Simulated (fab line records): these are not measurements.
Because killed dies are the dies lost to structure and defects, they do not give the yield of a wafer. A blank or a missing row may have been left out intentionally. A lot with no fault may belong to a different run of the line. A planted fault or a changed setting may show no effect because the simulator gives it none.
Chamber matching	flow n5-finfet	4 sister chambers for N5_GATE_CUT_HM_OPEN_40 on rie-diel-05
The step chemistry C4F6/O2, target SiO2, target depth 139 nm, time 85.1 s. 4 wafers are shown with their chamber, then 12 later ones without.

## EACH WAFER AND ITS CHAMBER
wafer	chamber	rf-vpp-V (V)
L086.5	2	667
L087.2	1	649
L088.2	3	659
L088.5	0	671

## WAFERS MISSING THEIR CHAMBER
wafer	rf-vpp-V (V)
L089.3	650
L089.5	660
L089.6	649
L091.1	671
L091.2	650
L091.3	667
L093.2	648
L093.3	659
L093.6	673
L097.1	672
L097.3	658
L097.6	670

## WHICH CHAMBER EACH ONE RAN IN
wafer	from the rows above	in truth
L089.3	1	1
L089.5	3	3
L089.6	1	1
L091.1	0	0
L091.2	1	1
L091.3	2	2
L093.2	1	1
L093.3	3	3
L093.6	0	0
L097.1	0	0
L097.3	3	3
L097.6	0	0
12 of 12 placed correctly. Number that these rows cannot place: 0. Number placed wrongly: 0.
How it was worked out, from the rows above alone: a wafer's distance from a chamber is the root of the sum, over the readings, of the square of ((its reading less the chamber's mean) divided by the reading's scatter). If the next closest chamber is less than 2 further off than the closest, the wafer can't be placed; otherwise it belongs to the closest. A chamber's mean is the mean of its shown wafers. The scatter: root of mean squared gap, hidden wafer to nearest shown wafer, with one shown wafer a chamber.
